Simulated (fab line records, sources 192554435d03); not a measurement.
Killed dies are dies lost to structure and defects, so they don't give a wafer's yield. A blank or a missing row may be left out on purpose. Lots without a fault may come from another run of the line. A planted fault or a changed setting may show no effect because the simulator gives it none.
Chamber matching | flow n5_finfet | N5_BEOL_M7_ETCH_66 on rie_diel-04: 4 sister chambers
The step etches SOC in N2/H2, target depth 80 nm, overetch 16 nm, time 120 s. 8 wafers are shown with their chamber, then 7 later ones without.

WAFERS WITH THEIR CHAMBER
wafer  | chamber | drypump_motor_current_A (A) | showerhead_plenum_p_Torr (Torr)
L808.4 | 0       | 5.4                         | 2.60
L810.4 | 0       | 5.4                         | 2.59
L810.5 | 3       | 5.4                         | 2.68
L818.2 | 1       | 5.4                         | 2.60
L818.4 | 3       | 5.5                         | 2.68
L818.6 | 2       | 5.7                         | 2.59
L819.2 | 2       | 5.7                         | 2.59
L819.5 | 1       | 5.4                         | 2.60

WAFERS WITHOUT THEIR CHAMBER
wafer  | drypump_motor_current_A (A) | showerhead_plenum_p_Torr (Torr)
L819.6 | 5.7                         | 2.59
L822.2 | 5.4                         | 2.58
L822.3 | 5.5                         | 2.67
L822.4 | 5.4                         | 2.60
L820.1 | 5.7                         | 2.59
L820.4 | 5.3                         | 2.60
L820.6 | 5.4                         | 2.67

WHICH CHAMBER EACH WENT THROUGH
wafer  | from the rows above     | in truth
L819.6 | 2                       | 2
L822.2 | can't be placed: 0 or 1 | 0
L822.3 | 3                       | 3
L822.4 | can't be placed: 1 or 0 | 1
L820.1 | 2                       | 2
L820.4 | can't be placed: 1 or 0 | 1
L820.6 | 3                       | 3
Placed correctly: 4 of 7. Can't be placed from these rows: 3 (the true chamber is among the candidates in 3). Placed wrongly: 0.
How it was worked out, from the rows above alone: a wafer's distance from a chamber is the root of the sum, over the readings, of the square of ((its reading less the chamber's mean) divided by the reading's scatter). The wafer belongs to the nearest chamber; if the next one is less than 2 further off, it can't be placed. A chamber's mean is the mean of its shown wafers. The scatter: the root of (the sum of the squares of (reading less its chamber's mean) over the shown wafers, divided by (wafers less chambers)).
